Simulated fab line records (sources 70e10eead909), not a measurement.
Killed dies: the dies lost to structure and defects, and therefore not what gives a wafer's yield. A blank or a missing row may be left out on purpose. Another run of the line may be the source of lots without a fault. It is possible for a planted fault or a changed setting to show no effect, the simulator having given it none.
Matching of chambers :: flow nandHarc :: NHARC_A_CHANNEL_FILL_D1_ALD_25 on aldHk-01: 4 sister chambers
The step deposits SiOx, target thk 60 nm, pulse time 10 s, ald cycles 600. 8 wafers are shown with their chamber, then 9 later ones without.

WAFERS WITH THEIR CHAMBER
wafer: L077.1
chamber: 0
heaterPowerW (W): 486
precursorPulseHeightRel: 0.988

wafer: L077.5
chamber: 3
heaterPowerW (W): 431
precursorPulseHeightRel: 0.974

wafer: L086.1
chamber: 1
heaterPowerW (W): 472
precursorPulseHeightRel: 1.055

wafer: L086.4
chamber: 2
heaterPowerW (W): 581
precursorPulseHeightRel: 1.004

wafer: L086.2
chamber: 3
heaterPowerW (W): 447
precursorPulseHeightRel: 1.011

wafer: L086.3
chamber: 0
heaterPowerW (W): 479
precursorPulseHeightRel: 0.987

wafer: L086.5
chamber: 1
heaterPowerW (W): 465
precursorPulseHeightRel: 0.999

wafer: L086.6
chamber: 2
heaterPowerW (W): 587
precursorPulseHeightRel: 1.001

WAFERS WITH NO CHAMBER GIVEN
wafer: L089.3
heaterPowerW (W): 458
precursorPulseHeightRel: 0.973

wafer: L089.5
heaterPowerW (W): 490
precursorPulseHeightRel: 0.994

wafer: L089.6
heaterPowerW (W): 480
precursorPulseHeightRel: 1.005

wafer: L088.1
heaterPowerW (W): 467
precursorPulseHeightRel: 1.009

wafer: L088.3
heaterPowerW (W): 485
precursorPulseHeightRel: 0.970

wafer: L088.4
heaterPowerW (W): 561
precursorPulseHeightRel: 0.999

wafer: L094.1
heaterPowerW (W): 448
precursorPulseHeightRel: 1.017

wafer: L094.4
heaterPowerW (W): 586
precursorPulseHeightRel: 0.994

wafer: L094.6
heaterPowerW (W): 580
precursorPulseHeightRel: 0.988

THE CHAMBER EACH PASSED THROUGH
wafer: L089.3
from the rows above: can't be placed: 1 or 3 or 0
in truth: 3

wafer: L089.5
from the rows above: 0
in truth: 0

wafer: L089.6
from the rows above: can't be placed: 0 or 1
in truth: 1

wafer: L088.1
from the rows above: can't be placed: 1 or 0
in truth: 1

wafer: L088.3
from the rows above: 0
in truth: 0

wafer: L088.4
from the rows above: 2
in truth: 2

wafer: L094.1
from the rows above: can't be placed: 3 or 1
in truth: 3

wafer: L094.4
from the rows above: 2
in truth: 2

wafer: L094.6
from the rows above: 2
in truth: 2
5 of 9 placed correctly. Unplaceable from these rows: 4, with the true chamber sitting among the candidates in 4. Placed wrongly: 0.
How it was worked out, from the rows above alone: a wafer's distance from a chamber is the root of the sum, over the readings, of the square of ((its reading less the chamber's mean) divided by the reading's scatter). The wafer belongs to the nearest chamber; if the next one is less than 2 further off, it can't be placed. Each chamber's mean is taken over the wafers shown for it. How the scatter is found: for the shown wafers, subtract from each reading the mean of its chamber, square and add these, divide the total by (wafers less chambers), then take the root.
